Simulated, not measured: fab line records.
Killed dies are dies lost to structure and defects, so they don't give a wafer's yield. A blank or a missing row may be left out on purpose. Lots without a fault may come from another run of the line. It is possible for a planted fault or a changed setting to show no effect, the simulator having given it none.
Matching of chambers ; flow nandHarc ; 4 sister chambers for NHARC_A_WL_FILL_ALD_10 on aldHk-03
The step deposits SiO2, target thk 50 nm, pulse time 10 s, ald cycles 500. 14 wafers are shown with their chamber, then 7 later ones without.

WAFERS, EACH WITH ITS CHAMBER
wafer;chamber;heaterPowerW (W);precursorPulseHeightRel
L075.4;0;499;1.007
L075.2;1;523;1.000
L075.5;0;507;0.973
L079.4;3;376;1.036
L079.5;2;474;0.993
L079.6;3;371;1.018
L078.1;2;470;0.939
L078.3;1;531;0.986
L078.5;1;522;0.982
L080.2;0;483;1.013
L080.4;1;527;1.015
L080.5;0;493;1.006
L092.1;3;373;0.996
L092.4;2;496;1.006

SIGNATURES (means of the wafers above)
reading;chamber 0;chamber 1;chamber 2;chamber 3;scatter within a chamber
heaterPowerW;495.50;525.75;480.00;373.33;8.73
precursorPulseHeightRel;0.99975;0.99575;0.97933;1.01667;0.0223
Rule: for each reading, subtract the chamber's mean from the wafer's reading, divide by that reading's scatter and square the result; add these up over the readings and take the root, which gives the wafer's distance from the chamber. If the next closest chamber is less than 2 further off than the closest, the wafer can't be placed; otherwise it belongs to the closest. The scatter: take each reading less its chamber's mean, square it, sum over the shown wafers, divide by the number of wafers less the number of chambers, and take the root.

WAFERS WITHOUT THEIR CHAMBER
wafer;heaterPowerW (W);precursorPulseHeightRel
L092.5;392;1.042
L094.1;528;1.004
L094.2;494;0.999
L094.3;382;1.023
L094.4;534;0.994
L094.6;523;1.009
L094.5;494;1.025

CHAMBER TAKEN BY EACH
wafer;from the rows above;in truth
L092.5;3;3
L094.1;1;1
L094.2;can't be placed: 0 or 2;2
L094.3;3;3
L094.4;1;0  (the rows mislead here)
L094.6;1;1
L094.5;can't be placed: 0 or 2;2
Correct placement for 4 of the 7. Cannot be placed on the basis of these rows: 2; the candidates contain the true chamber in 2. Placed wrongly: 1.
